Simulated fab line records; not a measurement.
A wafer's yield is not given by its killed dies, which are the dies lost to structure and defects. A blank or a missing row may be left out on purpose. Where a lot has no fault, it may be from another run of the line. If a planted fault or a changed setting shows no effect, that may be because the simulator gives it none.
Struck lot and sound lot, side by side | flow nand harc | 25 steps out of a route of 1159
Sound: the wafers L465.3, L465.4, L465.6. Struck: wafers L478.2, L478.3, L478.5. At the end, the cause is stated.
For every step that has rows: the tool of each side, followed by ch and its chambers, followed by its first start. Under that, the readings that differ: sound wafers | struck wafers | difference of the means | sigmas: that difference in standard deviations of wafers without a fault.
alike: readings whose means differ by less than 2 such deviations, and words and numbers that are the same on both sides. not compared: withheld readings, readings that some wafer has no value for, bounds like >300 that may hide the same value, and numbers for which the record gives no deviation and whose values overlap.
The two part at a step that has a row with sigmas, a row that says differs or no value, or rows on one side only. Non-overlapping numbers with no deviation appear without sigmas and do not part them. A reading missing from all wafers of one side parts the sides only when that side holds two or more wafers.

NHARC_P_CONTACT_DEP_30: deposits SiNx, target thk 30 nm.
  sound on pecvd-04 ch 0,1, day 5 11:43; struck on pecvd-02 ch 1,2, day 9 04:58
  alike: heater power w
NHARC_P_CONTACT_DEP_00: deposits SiO2, target thk 500 nm.
  sound: pecvd-04 ch 0,1; struck: pecvd-02 ch 1,2
  alike: heater power w, throttle valve pct
NHARC_P_CONTACT_CMP_01: polishes SiO2, target thk 200 nm.
  sound on cmp-03 ch 1,2, day 5 12:26; struck on cmp-03 ch 0,2,3, day 9 05:41
  alike: motor current A
then, 8 steps without rows for these wafers: NHARC_P_CONTACT_SRD_03; NHARC_P_CONTACT_DEHYDRATE_04 (time 120 s); NHARC_P_CONTACT_HMDS_05 (time 30 s); NHARC_P_CONTACT_COAT_33 (time 75 s); NHARC_P_CONTACT_COAT_34 (time 65 s); NHARC_P_CONTACT_COAT_06 (resist thk 90 nm); NHARC_P_CONTACT_SOFTBAKE_07 (time 55 s); NHARC_P_CONTACT_EBR_08.
NHARC_P_CONTACT_EXPOSE_09: exposes mask P CA, target cd 90 nm.
  sound on arfi scanner-01 ch 0, day 5 13:07; struck on arfi scanner-03 ch 0, day 9 06:23
  reading | sound                | struck                        | difference | sigmas
  mask    | P_CA#0 P_CA#0 P_CA#0 | P_CA_R1#0 P_CA_R1#0 P_CA_R1#0 | differs    |
then, 2 steps without rows for these wafers: NHARC_P_CONTACT_PEB_10 (peb time 65 s); NHARC_P_CONTACT_DEVELOP_11 (develop time 35 s).
NHARC_P_CONTACT_CD_MEAS_12: target cd 90 nm.
  sound on cd sem-02 ch 0, day 5 13:15; struck on cd sem-03 ch 0, day 9 06:31
  reading    | sound          | struck         | difference | sigmas
  cd nm (nm) | 90.6 91.9 91.0 | 76.4 75.7 75.5 | -15.3      | -27
NHARC_P_CONTACT_OVL_MEAS_13:
  struck on overlay-01, day 9 06:36; sound on overlay-02, day 5 13:20
  reading           | sound          | struck       | difference | sigmas
  overlay x nm (nm) | -1.1 -1.2 -1.6 | 0.2 -0.1 0.0 | +1.3       | +2
  alike: overlay y nm
NHARC_P_CONTACT_INSPECT_14:
  struck on defect inspect-01, day 9 06:38; sound on defect inspect-01, day 5 13:23
  alike: raw defect count
NHARC_P_CONTACT_DESCUM_17: chemistry O2, time 3 s.
  sound on rie diel-08 ch 1,2, day 5 13:27; struck on rie diel-04 ch 0,2,3, day 9 06:42
  reading                    | sound             | struck            | difference | sigmas
  model.P_CONTACT.cd nm (nm) | 90.55 91.94 90.56 | 76.34 75.63 75.87 | -15.07     |
  alike: drypump motor current A, o2 flow sccm, oes product au, rf vpp V, showerhead plenum p Torr, throttle valve pct
  not compared: rf hours counter h
then, 1 step without rows for these wafers: NHARC_P_CONTACT_ETCH_35 (etches the open film in CF4, target depth 39 nm, time 65 s).
NHARC_P_CONTACT_ETCH_36: etches the open film in N2/H2, target depth 260 nm, time 406.25 s.
  sound: rie diel-08 ch 1,3; struck: rie diel-04 ch 2,3
  reading                     | sound          | struck         | difference | sigmas
  drypump motor current A (A) | 5.51 5.52 5.51 | 6.29 6.00 6.02 | +0.59      | +2
  alike: oes product au, rf vpp V, showerhead plenum p Torr, throttle valve pct
  not compared: rf hours counter h
NHARC_P_CONTACT_ETCH_18: etches the open film in C4F8/O2/Ar, target depth 481 nm, time 240.5 s.
  sound: rie diel-08 ch 0,1,3; struck: rie diel-04 ch 2,3
  alike: oes product au, rf vpp V
  not compared: rf hours counter h
then, 1 step without rows for these wafers: NHARC_P_CONTACT_STRIP_37 (strips in C4F8/O2/Ar).
NHARC_P_CONTACT_ETCH_31: etches the open film in CH3F/O2, target depth 30 nm, time 85.7 s.
  sound: rie diel-08 ch 0,2,3; struck: rie diel-04 ch 0,1,2
  reading                    | sound             | struck           | difference | sigmas
  model.P_CONTACT.cd nm (nm) | 90.79 90.59 90.03 | 76.97 75.6 75.44 | -14.47     |
  alike: drypump motor current A, o2 flow sccm, oes product au, rf vpp V, showerhead plenum p Torr, throttle valve pct
  not compared: rf hours counter h
NHARC_P_CONTACT_CD_MEAS_19:
  struck on cd sem-02, day 9 07:34; sound on cd sem-03, day 5 14:20
  reading    | sound          | struck         | difference | sigmas
  cd nm (nm) | 90.6 90.8 90.0 | 76.8 75.6 75.2 | -14.6      | -13
-- the record jumps here: 14 days lie between the struck wafers' starts before and after (it left off in module P_CONTACT and takes up again in module END, whose first step shown is number 1159 of the route) --
NHARC_END_SORT_01:
  only the struck wafers appear in the record here, on prober-02 ch 0 at day 23 05:32; the sound ones have no rows

== WHERE THEY PART ==
At NHARC_P_CONTACT_EXPOSE_09 first; at NHARC_END_SORT_01 last (within this record only).

WHY: the cause the simulator had injected
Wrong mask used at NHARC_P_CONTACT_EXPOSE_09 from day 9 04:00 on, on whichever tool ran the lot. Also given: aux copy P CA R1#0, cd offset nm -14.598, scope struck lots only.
